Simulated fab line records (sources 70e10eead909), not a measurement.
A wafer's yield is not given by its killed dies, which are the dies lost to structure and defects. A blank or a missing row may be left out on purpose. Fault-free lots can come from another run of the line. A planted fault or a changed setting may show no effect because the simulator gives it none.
Chamber matching -- flow nand-harc -- NHARC_P_CONTACT_CMP_01 on cmp-04 has 4 sister chambers
The step polishes SiO2, target thk 200 nm. 4 wafers are shown with their chamber, then 7 later ones without.

WAFERS, EACH WITH ITS CHAMBER
wafer,chamber,motor-current-A (A)
L433.2,0,11.0
L433.6,2,11.0
L443.2,1,11.7
L443.5,3,12.3

WAFERS WITHOUT THEIR CHAMBER
wafer,motor-current-A (A)
L443.6,11.6
L446.2,11.1
L446.3,12.2
L446.5,10.5
L451.2,12.0
L451.5,11.8
L451.6,11.9

EACH ONE'S CHAMBER
wafer,from the rows above,in truth
L443.6,1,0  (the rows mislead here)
L446.2,can't be placed: 0 or 2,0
L446.3,can't be placed: 3 or 1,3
L446.5,can't be placed: 0 or 2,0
L451.2,can't be placed: 1 or 3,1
L451.5,can't be placed: 1 or 3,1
L451.6,can't be placed: 1 or 3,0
Correct placement for 0 of the 7. Cannot be placed on the basis of these rows: 6; the candidates contain the true chamber in 5. Number placed wrongly: 1.
How it was worked out, from the rows above alone: a wafer's distance from a chamber is the root of the sum, over the readings, of the square of ((its reading less the chamber's mean) divided by the reading's scatter). If the next closest chamber is less than 2 further off than the closest, the wafer can't be placed; otherwise it belongs to the closest. The mean given for a chamber averages the wafers shown for that chamber. The scatter (one wafer shown for each chamber): square how far every hidden wafer sits from the nearest shown wafer, average those squares and take the square root.
